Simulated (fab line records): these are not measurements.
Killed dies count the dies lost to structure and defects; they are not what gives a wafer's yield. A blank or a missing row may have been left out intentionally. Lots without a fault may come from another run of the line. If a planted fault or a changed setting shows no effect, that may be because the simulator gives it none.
One fault seen from 3 desks	flow n5Finfet	only its own numbers are on each desk; what lay behind them is given at the end

## FOR THE TOOL OWNER'S DESK: rieDiel-04
The tool's own readings at N5_BEOL_M11_ETCH_41 (etches SiCN in CH3F/O2, target depth 42.6 nm, time 86 s): means of the sampled wafers that have a number, for each lot that ran on this tool. The brackets show how far a lot's mean lies from the usual mean; more than 4 standard deviations puts the lot out of limits, marked OUT.
Columns: A = drypumpMotorCurrentA at N5_BEOL_M11_ETCH_41, usual 5.8 A; B = oesProductAu at N5_BEOL_M11_ETCH_41, usual 0.82 a.u.; C = rfVppV at N5_BEOL_M11_ETCH_41, usual 297.2 V; D = showerheadPlenumPTorr at N5_BEOL_M11_ETCH_41, usual 2.00 Torr; E = throttleValvePct at N5_BEOL_M11_ETCH_41, usual 16.32 %
lot	first seen here	A	B	C	D	E
L824	day 10 18:41	6.0	0.83	297.3	2.00	16.52
L834	day 13 14:18	6.3	0.70	297.4	1.98	16.54
L837	day 14 22:17	6.0	0.75	296.3	1.99	16.57
This desk found nothing out of limits on any of the 3 lots.

## AT THE METROLOGY DESK
Means of the sampled wafers that have a number, per lot and without regard to the tool the lot ran on: this is what the gauges read. The brackets show how far a lot's mean lies from the usual mean; more than 4 standard deviations puts the lot out of limits, marked OUT.
Columns: A = cdNm at N5_BEOL_M11_CD_MEAS_28, usual 69.5 nm; B = V10_OVL at N5_BEOL_M11_OVL_MEAS_29, usual 0.2 nm
lot	first seen here	A	B
L824	day 10 17:53	70.8	0.3
L835	day 13 03:45	68.7	0.4
L834	day 13 13:49	68.6	0.5
L837	day 14 21:18	68.5	0.4
L840	day 14 21:28	70.6	0.2
L844	day 16 02:58	69.1	0.4
This desk found nothing out of limits on any of the 6 lots.

## THE DEFECT DESK
Inspection counts along the route, by lot: the mean over sampled wafers that carry a number. The brackets show how far a lot's mean lies from the usual mean; more than 4 standard deviations puts the lot out of limits, marked OUT.
Columns: A = rawDefectCount at N5_BEOL_M11_INSPECT_30, usual 382
lot	first seen here	A
L824	day 10 17:56	379
L835	day 13 03:49	348
L834	day 13 13:52	332
L837	day 14 21:21	491
L840	day 14 21:31	300
L844	day 16 03:01	466
This desk found nothing out of limits on any of the 6 lots.

## TAKEN TOGETHER
The tool owner's desk saw nothing out of limits.
The metrology desk saw nothing out of limits.
Nothing out of limits was seen by the defect desk.

## WHAT THE SIMULATOR HAD PUT IN
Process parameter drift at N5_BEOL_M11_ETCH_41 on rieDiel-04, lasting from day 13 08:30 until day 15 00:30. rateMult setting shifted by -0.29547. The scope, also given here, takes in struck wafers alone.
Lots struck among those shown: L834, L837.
